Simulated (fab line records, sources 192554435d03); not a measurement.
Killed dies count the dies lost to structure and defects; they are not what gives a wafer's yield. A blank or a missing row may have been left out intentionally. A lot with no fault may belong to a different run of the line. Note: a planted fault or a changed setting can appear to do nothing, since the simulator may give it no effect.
Matching of chambers + flow n5_finfet + N5_BEOL_M9_STRIP_19 on rie_diel-01 has 4 sister chambers
The step strips in O2. 4 wafers are shown with their chamber, then 12 later ones without.

== EACH WAFER AND ITS CHAMBER ==
| wafer  | chamber | showerhead_plenum_p_Torr (Torr) |
|--------|---------|---------------------------------|
| L090.6 | 1       | 2.11                            |
| L096.1 | 3       | 2.08                            |
| L096.2 | 2       | 2.18                            |
| L096.3 | 0       | 2.06                            |

== WAFERS WITH NO CHAMBER GIVEN ==
| wafer  | showerhead_plenum_p_Torr (Torr) |
|--------|---------------------------------|
| L096.4 | 2.10                            |
| L096.5 | 2.08                            |
| L096.6 | 2.06                            |
| L095.1 | 2.08                            |
| L095.2 | 2.06                            |
| L095.3 | 2.18                            |
| L095.4 | 2.10                            |
| L095.5 | 2.08                            |
| L095.6 | 2.06                            |
| L097.2 | 2.10                            |
| L097.4 | 2.08                            |
| L097.5 | 2.10                            |

== THE CHAMBER EACH PASSED THROUGH ==
| wafer  | from the rows above     | in truth |
|--------|-------------------------|----------|
| L096.4 | can't be placed: 1 or 3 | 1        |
| L096.5 | 3                       | 3        |
| L096.6 | 0                       | 0        |
| L095.1 | 3                       | 3        |
| L095.2 | 0                       | 0        |
| L095.3 | 2                       | 2        |
| L095.4 | can't be placed: 1 or 3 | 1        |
| L095.5 | 3                       | 3        |
| L095.6 | 0                       | 0        |
| L097.2 | can't be placed: 1 or 3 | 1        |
| L097.4 | 3                       | 3        |
| L097.5 | can't be placed: 1 or 3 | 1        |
Correctly placed: 8 of 12. Can't be placed from these rows: 4 (the true chamber is among the candidates in 4). Placed wrongly: 0.
How it was worked out, from the rows above alone: a wafer's distance from a chamber is the root of the sum, over the readings, of the square of ((its reading less the chamber's mean) divided by the reading's scatter). If the next closest chamber is less than 2 further off than the closest, the wafer can't be placed; otherwise it belongs to the closest. A chamber's mean is the mean of its shown wafers. The scatter: with one shown wafer a chamber, the root of the mean of the squares of how far each hidden wafer lies from its nearest shown one.
